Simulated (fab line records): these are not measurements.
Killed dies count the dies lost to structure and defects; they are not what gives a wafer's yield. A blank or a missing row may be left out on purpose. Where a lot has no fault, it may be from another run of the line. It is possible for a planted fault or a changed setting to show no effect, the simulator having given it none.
One fault through the eyes of 2 desks    flow n5_finfet    numbers are kept per desk, each desk with only its own; the story behind them comes last

THE METROLOGY DESK
Lot by lot, what the gauges showed, no matter which tool ran the lot: averages of those sampled wafers that carry a number. Any lot whose mean is over 4 standard deviations away from the usual mean is out of limits and marked OUT; that distance is given in the brackets.
Columns: A = V12_OVL at N5_BEOL_M13_OVL_MEAS_11, usual -1 nm
lot   first seen here  A
L575  day 11 02:02     4
L576  day 11 03:34     -3
L578  day 11 19:32     -1
L583  day 12 17:31     -4
L585  day 13 12:04     2
L588  day 14 01:34     -1
L595  day 15 19:31     -5
L593  day 15 20:05     -7
L596  day 15 20:47     -14
L598  day 17 02:50     2
This desk's verdict: no lot among the 10 shows anything out of limits.

THE TOOL OWNER'S DESK: rie_diel-04
The tool's own readings at N5_BEOL_M13_ETCH_59 (etches BARC in N2/H2, target depth 89 nm, overetch 26.7 nm, time 67.9 s): means of the sampled wafers that have a number, for each lot that ran on this tool. Any lot whose mean is over 4 standard deviations away from the usual mean is out of limits and marked OUT; that distance is given in the brackets.
Columns: A = bias_w at N5_BEOL_M13_ETCH_59, usual 150.0 W; B = drypump_motor_current_A at N5_BEOL_M13_ETCH_59, usual 5.8 A; C = oes_product_au at N5_BEOL_M13_ETCH_59, usual 0.68 a.u.; D = rf_vpp_V at N5_BEOL_M13_ETCH_59, usual 522.8 V; E = run_length_s at N5_BEOL_M13_ETCH_59, usual 91.3 s; F = showerhead_plenum_p_Torr at N5_BEOL_M13_ETCH_59, usual 2.50 Torr; G = throttle_valve_pct at N5_BEOL_M13_ETCH_59, usual 17.84 %
lot   first seen here  A      B    C     D      E               F     G
L575  day 11 02:07     150.1  5.7  0.67  523.2  91.2            2.50  18.01
L578  day 11 19:38     150.1  6.0  0.68  525.1  91.4            2.59  17.80
L583  day 12 18:11     -      5.8  0.69  523.5  82.7 (-21) OUT  2.58  18.06
L585  day 13 12:10     150.0  5.8  0.64  524.8  86.7 (-11) OUT  2.56  18.06
L598  day 17 02:55     150.5  6.0  0.64  525.3  91.3            2.57  17.88
This desk finds L583, L585 out of limits, L583 being first, at day 12 18:11 (run_length_s at N5_BEOL_M13_ETCH_59). L575, L578, L598: within limits.

TAKEN TOGETHER
The tool owner's desk could have raised an alarm at day 12 18:11, on L583, L585.
From the metrology desk's view, nothing was out of limits.
The metrology desk has L583, L585 on record, within its limits.
Of the lots named, all ran N5_BEOL_M13_ETCH_59 on rie_diel-04.

WHAT THE SIMULATOR HAD INSERTED
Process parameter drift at N5_BEOL_M13_ETCH_59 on rie_diel-04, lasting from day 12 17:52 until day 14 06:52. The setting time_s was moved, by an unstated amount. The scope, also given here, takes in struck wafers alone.
Shown lots that were struck: L583, L585.
Time in hours from fault onset to the first out-of-limits reading at each desk: the tool owner's desk, 0.
